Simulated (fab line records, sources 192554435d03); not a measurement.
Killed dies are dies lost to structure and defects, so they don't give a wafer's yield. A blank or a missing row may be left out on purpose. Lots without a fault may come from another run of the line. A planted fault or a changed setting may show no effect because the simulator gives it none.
fab line records | flow n5_finfet
record lots=11 wafers=33 last_day=17
route steps=1938 shown DUMMY_GATE@233 SD_EPI_N@277
lots that met no fault: from a run of the same line without faults
start_h: hours from the record's first day to the start of the lot's first wafer shown | wait_h: hours since the lot's step before | " the same as in the row above | L1.1+2: a row that stands for several wafers | - no value, or no start given | * or withheld: withheld | < > ~ a bound
route shown NAME@n: a module of which the file shows steps, and the number in the route of the first | usual: mean/standard deviation of fault-free wafers | same: alike in all rows | chamber/n: place in a boat | sites: the reading at each site | _std_site: their standard deviation | _edge_site: outer sites' mean less inner sites' | radius_mm: how far each site lies from the wafer's centre | mask NAME#n: copy n | behind: the tool/chamber that last shaped the wafer | hold: why the lot was held/for how many hours/how that ended | device: the transistor (n, p or np) that didn't switch | end of line: the same wafers' tests at the end of the route | a step without rows: its recipe alone | killed: dies lost to structure and defects at the first sort, not the wafer's yield | map: a wafer's dies, x killed, . not, _ none there
set.NAME: the setting as run; set.NAME@STEP: as run at that earlier step | model.NAME: the simulator's own value behind a step, which no gauge read
steps of the route over a sample of lots; a table a step, a row a wafer
services: from which hour (start_h, from the record's first day; less than 0 if before it) a tool's chamber was out of use, for how many hours, and why
## steps
# step N5_DUMMY_GATE_INSPECT_17
# recipe mode=adi inspect_instrument=brightfield
# usual raw_defect_count=212/61
# columns lot.wafer tool chamber start_h wait_h raw_defect_count
L591.1 defect_inspect-02 - 60.34 0.1 234
L591.3 " - " " 297
L591.5 " - " " 192
L592.1 defect_inspect-01 - 65.94 0.1 304
L592.2 " - " " 201
L592.5 " - " " 134
L593.1 defect_inspect-02 - 69.44 0.1 212
L593.3 " - " " 144
L593.5 " - " " 180
L594.2 defect_inspect-02 - 76.05 0.0 221
L594.4 " - " " 180
L594.5 " - " " 246
L595.1 defect_inspect-01 - 81.42 0.1 187
L595.4 " - " " 251
L595.6 " - " " 223
L596.3 defect_inspect-02 - 87.29 0.0 193
L596.4 " - " " 274
L596.5 " - " " 206
L601.1 defect_inspect-02 - 117.76 0.1 214
L601.2 " - " " 177
L601.6 " - " " 316
L602.1 defect_inspect-01 - 123.79 0.1 197
L602.2 " - " " 152
L602.3 " - " " 148
L603.1 defect_inspect-01 - 132.09 0.1 228
L603.4 " - " " 317
L603.5 " - " " 396
L609.1 defect_inspect-02 - 168.05 0.1 263
L609.4 " - " " 305
L609.6 " - " " 269
L612.2 defect_inspect-01 - 186.10 0.0 139
L612.3 " - " " 125
L612.6 " - " " 140
# step N5_DUMMY_GATE_ETCH_32
# recipe chemistry=CF4 target=SiO2 target_depth_a=35 time_s=3.9 ion_energy_ev=350 pressure_mtorr=10 icp_w=800 bias_w=400 cf4_flow_sccm=80
# usual drypump_motor_current_A=5.7/0.5 oes_product_au=0.992/0.013 throttle_valve_pct=21.84/0.23
# columns lot.wafer tool chamber start_h wait_h drypump_motor_current_A oes_product_au rf_hours_counter_h throttle_valve_pct
L591.1 rie_si-05 3 61.04 0.1 6.0 1.021 123 22.15
L591.3 " 1 " " 6.3 0.994 137 22.12
L591.5 " 0 " " 6.0 0.995 - 22.04
L592.1 rie_si-03 3 66.64 0.1 5.8 1.004 157 21.67
L592.2 " 0 " " 4.9 1.008 79 21.81
L592.5 " 2 " " 5.8 0.999 - 22.11
L593.1 rie_si-05 2 70.27 0.1 6.1 1.011 193 21.90
L593.3 " 3 " " 6.1 1.029 123 22.14
L593.5 " 1 " " 6.3 0.996 - 22.15
L594.2 rie_si-04 3 76.76 0.1 6.1 0.981 6 21.34
L594.4 " 1 " " 4.8 0.985 111 21.93
L594.5 " 2 " " 6.0 0.990 - 21.85
L595.1 rie_si-03 0 82.39 0.1 4.9 1.003 79 21.79
L595.4 " 2 " " 5.8 0.994 35 22.11
L595.6 " 1 " " 5.4 0.978 - 21.83
L596.3 rie_si-04 2 88.38 0.1 6.0 0.982 192 21.85
L596.4 " 1 " " 4.8 0.976 112 21.93
L596.5 " 0 " " 5.5 0.975 - 21.70
L601.1 rie_si-03 2 118.46 0.1 5.8 0.993 36 22.11
L601.2 " 3 " " 5.9 1.005 158 21.65
L601.6 " 3 " " 5.8 1.004 - 21.65
L602.1 rie_si-04 1 124.53 0.1 4.8 0.987 112 21.94
L602.2 " 2 " " 6.0 0.984 193 21.85
L602.3 " 0 " " 5.5 0.989 6 21.70
L603.1 rie_si-05 2 133.28 0.2 6.1 0.998 195 21.90
L603.4 " 3 " " 6.1 1.004 124 22.15
L603.5 " 1 " " 6.3 0.974 - 22.13
L609.1 rie_si-04 0 168.76 0.1 5.5 0.988 6 21.71
L609.4 " 3 " " 6.2 0.977 - 21.34
L609.6 " 0 " " 5.5 0.983 - 21.68
L612.2 rie_si-05 1 186.80 0.1 6.2 0.985 140 22.14
L612.3 " 2 " " 6.1 1.002 - 21.85
L612.6 " 1 " " 6.2 0.987 - 22.14
# step N5_SD_EPI_N_ETCHBACK_44
# recipe chemistry=CH3F/O2 mode=anisotropic_etchback target=SiNx target_depth_a=145 stop_on=SiO2 over_etch_frac=0.3 ion_energy_ev=120 pressure_mtorr=30 source_w=395 bias_w=73 Ar_flow_sccm=150 CH3F_flow_sccm=30 O2_flow_sccm=20
# usual CH3F_flow_sccm=29.99/0.1 drypump_motor_current_A=5.8/0.35 oes_product_au=0.68/0.069 over_etch_frac=0.3/0 rf_vpp_V=298/3.8 showerhead_plenum_p_Torr=2.04/0.069 throttle_valve_pct=16.29/0.27
# columns lot.wafer tool chamber start_h wait_h CH3F_flow_sccm drypump_motor_current_A oes_product_au over_etch_frac rf_hours_counter_h rf_vpp_V showerhead_plenum_p_Torr throttle_valve_pct
L591.1 rie_diel-04 2 63.32 0.0 29.99 6.1 0.67 0.3 129 299 2.00 16.62
L591.3 " 0 " " 30.03 6.2 0.63 0.3 184 302 2.07 16.36
L591.5 " 1 " " 29.99 6.5 0.60 0.3 - 295 2.07 16.60
L592.1 rie_diel-04 1 69.45 0.0 30.02 6.5 0.60 0.3 206 295 2.07 16.61
L592.2 " 0 " " 29.90 6.3 0.63 0.3 187 302 2.07 16.38
L592.5 " 1 " " 30.07 6.5 0.60 0.3 - 296 2.07 16.61
L593.1 rie_diel-04 3 73.39 0.0 29.99 6.2 0.66 0.3 138 298 2.00 16.57
L593.3 " 0 " " 30.19 6.3 0.64 0.3 189 302 2.07 16.36
L593.5 " 3 " " 29.99 6.3 0.68 0.3 - 295 2.00 16.56
L594.2 rie_diel-03 0 78.94 0.0 29.95 5.7 0.60 0.3 204 304 2.06 16.58
L594.4 " 3 " " 29.95 5.5 0.65 0.3 154 297 2.00 16.59
L594.5 " 0 " " 30.00 5.7 0.60 0.3 - 301 2.06 16.59
L595.1 rie_diel-03 0 84.48 0.0 29.95 5.7 0.60 0.3 206 303 2.06 16.60
L595.4 " 1 " " 30.03 5.4 0.66 0.3 133 293 1.92 15.93
L595.6 " 1 " " 30.02 5.4 0.65 0.3 - 293 1.92 15.90
L596.3 rie_diel-05 1 92.66 0.0 29.97 5.5 0.62 0.3 156 302 2.08 16.37
L596.4 " 0 " " 29.95 5.6 0.78 0.3 9 297 2.14 15.99
L596.5 " 1 " " 29.98 5.5 0.63 0.3 - 303 2.08 16.38
L601.1 rie_diel-04 0 120.45 0.0 30.12 6.3 0.62 0.3 207 300 2.06 16.41
L601.2 " 1 " " 30.12 6.4 0.59 0.3 224 295 2.06 16.65
L601.6 " 3 " " 29.88 6.2 0.66 0.3 - 297 2.00 16.60
L602.1 rie_diel-05 1 126.60 0.0 29.97 5.5 0.62 0.3 168 301 2.07 16.38
L602.2 " 2 " " 30.02 5.5 0.74 0.3 34 304 2.03 16.18
L602.3 " 0 " " 29.89 5.6 0.76 0.3 21 297 2.14 16.02
L603.1 rie_diel-05 0 135.36 0.0 30.00 5.6 0.75 0.3 24 296 2.14 16.04
L603.4 " 1 " " 29.87 5.5 0.55 0.61437 171 302 2.07 16.40
L603.5 " 3 " " 30.19 5.8 0.73 0.3 - 292 1.96 16.16
L609.1 rie_diel-04 1 170.78 0.0 29.98 6.5 0.58 0.3 242 295 2.06 16.69
L609.4 " 0 " " 30.03 6.3 0.60 0.3 225 301 2.05 16.44
L609.6 " 0 " " 30.13 6.3 0.61 0.3 - 303 2.05 16.43
L612.2 rie_diel-03 1 188.75 0.0 30.12 5.4 0.64 0.3 169 293 1.91 15.96
L612.3 " 3 " " 30.12 5.6 0.62 0.3 183 297 1.99 16.67
L612.6 " 1 " " 29.95 5.5 0.64 0.3 - 292 1.91 15.98
# step N5_SD_EPI_N_ETCH_45
# recipe chemistry=CH3F/O2 target=SiOCN target_depth_a=60 mask_material=SOC ion_energy_ev=60 bias_w=29 pressure_mtorr=15 source_w=410 Ar_flow_sccm=150 CH3F_flow_sccm=30 O2_flow_sccm=20
# usual CH3F_flow_sccm=30.00/0.097 drypump_motor_current_A=5.8/0.34 oes_product_au=0.80/0.085 rf_vpp_V=127.7/1 showerhead_plenum_p_Torr=2.03/0.069 throttle_valve_pct=23.25/0.27
# columns lot.wafer tool chamber start_h wait_h CH3F_flow_sccm drypump_motor_current_A oes_product_au rf_hours_counter_h rf_vpp_V showerhead_plenum_p_Torr throttle_valve_pct
L591.1 rie_diel-04 2 63.42 0.1 29.94 6.1 0.78 129 126.3 1.99 23.61
L591.3 " 0 " " 29.91 6.2 0.73 184 128.7 2.06 23.29
L591.5 " 1 " " 30.07 6.5 0.70 - 128.3 2.06 23.50
L592.1 rie_diel-04 1 69.55 0.1 30.07 6.4 0.70 206 129.1 2.06 23.51
L592.2 " 0 " " 30.04 6.3 0.73 188 128.6 2.06 23.29
L592.5 " 1 " " 29.92 6.4 0.70 - 127.6 2.06 23.52
L593.1 rie_diel-04 3 73.49 0.1 30.00 6.2 0.79 138 127.8 2.00 23.56
L593.3 " 0 " " 30.25 6.2 0.74 189 127.4 2.06 23.29
L593.5 " 3 " " 29.87 6.3 0.79 - 127.7 2.00 23.54
L594.2 rie_diel-03 0 79.04 0.1 30.01 5.7 0.70 204 129.3 2.06 23.55
L594.4 " 3 " " 30.01 5.6 0.74 154 126.4 1.99 23.58
L594.5 " 0 " " 29.97 5.7 0.70 - 129.0 2.06 23.54
L595.1 rie_diel-03 0 84.58 0.1 29.95 5.7 0.70 206 125.5 2.06 23.54
L595.4 " 1 " " 29.89 5.4 0.78 133 126.5 1.92 22.84
L595.6 " 1 " " 30.01 5.4 0.78 - 126.7 1.92 22.83
L596.3 rie_diel-05 1 92.76 0.1 30.05 5.5 0.73 156 129.0 2.07 23.31
L596.4 " 0 " " 30.00 5.6 0.93 9 127.8 2.14 23.02
L596.5 " 1 " " 30.07 5.5 0.72 - 127.5 2.07 23.31
L601.1 rie_diel-04 0 120.55 0.1 29.92 6.3 0.73 207 128.6 2.05 23.33
L601.2 " 1 " " 30.06 6.5 0.70 224 128.1 2.06 23.55
L601.6 " 3 " " 30.01 6.3 0.78 - 125.8 1.99 23.57
L602.1 rie_diel-05 1 126.70 0.1 30.10 5.5 0.72 168 127.8 2.07 23.34
L602.2 " 2 " " 29.94 5.5 0.88 34 128.4 2.03 23.17
L602.3 " 0 " " 30.00 5.7 0.89 21 129.5 2.13 23.04
L603.1 rie_diel-05 0 135.46 0.1 29.85 5.7 0.89 24 128.6 2.13 23.04
L603.4 " 1 " " 30.04 5.5 0.72 171 129.1 2.07 23.33
L603.5 " 3 " " 29.90 5.8 0.86 - 127.6 1.95 23.24
L609.1 rie_diel-04 1 170.88 0.1 30.00 6.5 0.68 242 127.3 2.05 23.56
L609.4 " 0 " " 29.96 6.2 0.71 225 128.5 2.05 23.33
L609.6 " 0 " " 30.05 6.3 0.71 - 128.1 2.05 23.35
L612.2 rie_diel-03 1 188.85 0.1 30.17 5.4 0.74 169 126.0 1.91 22.88
L612.3 " 3 " " 30.10 5.5 0.72 183 126.6 1.98 23.63
L612.6 " 1 " " 29.92 5.4 0.75 - 126.6 1.91 22.85
## services
# columns tool chamber start_h hours kind
rie_diel-05 0 40.64 - clean
rie_diel-05 0 40.64 - consumable_replace:focus_ring
rie_diel-05 0 40.64 - consumable_replace:showerhead
rie_diel-05 0 40.64 23.2 scheduled_down
rie_diel-05 0 40.64 23.2 vent_cycle
rie_diel-05 3 55.27 10.0 repair
rie_diel-04 2 65.79 6.7 repair
rie_diel-03 3 95.34 22.6 repair
rie_diel-03 0 103.91 18.7 repair
rie_diel-03 - 112.50 2.8 repair
rie_diel-04 2 116.92 6.0 repair
rie_si-04 1 143.87 14.4 repair
rie_si-05 2 144.24 - clean
rie_si-05 2 144.24 - consumable_replace:esc
rie_si-05 2 144.24 19.6 scheduled_down
rie_si-05 2 144.24 19.6 vent_cycle
rie_si-03 2 145.46 1.2 repair
rie_si-04 2 158.26 - clean
rie_si-04 2 158.26 13.7 scheduled_down
rie_si-04 2 158.26 13.7 vent_cycle
rie_si-05 0 170.73 16.1 repair
rie_si-04 0 180.94 4.3 repair
rie_si-05 3 185.26 9.6 repair
## key
first_sign step=N5_SD_EPI_N_ETCHBACK_44 reading=over_etch_frac direction=up sigmas=99+ usual=0.3 struck=0.61437
effect none on later readings
met_at N5_SD_EPI_N_ETCHBACK_44
struck_lots L603
struck_wafers L603.4
tester_left_out L603
not_acting_at N5_DUMMY_GATE_INSPECT_17,N5_DUMMY_GATE_ETCH_32,N5_SD_EPI_N_ETCH_45
onset_between 126.60 135.36
fault kind=process_parameter_drift tool=rie_diel-05 chamber=1 onset_h=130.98 steps=N5_SD_EPI_N_ETCHBACK_44 channel=over_etch_frac offset=0.31437 shape=step end_h=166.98 acts_in=these_recipes_only stated=0.3
# tester_left_out: of these lots the tester's yield and bins aren't shown, on N5 and GAA mostly nor the transistor test; their killed dies are dies lost to structure and defects alone, not to doping, threshold or leakage, so they don't give the yield
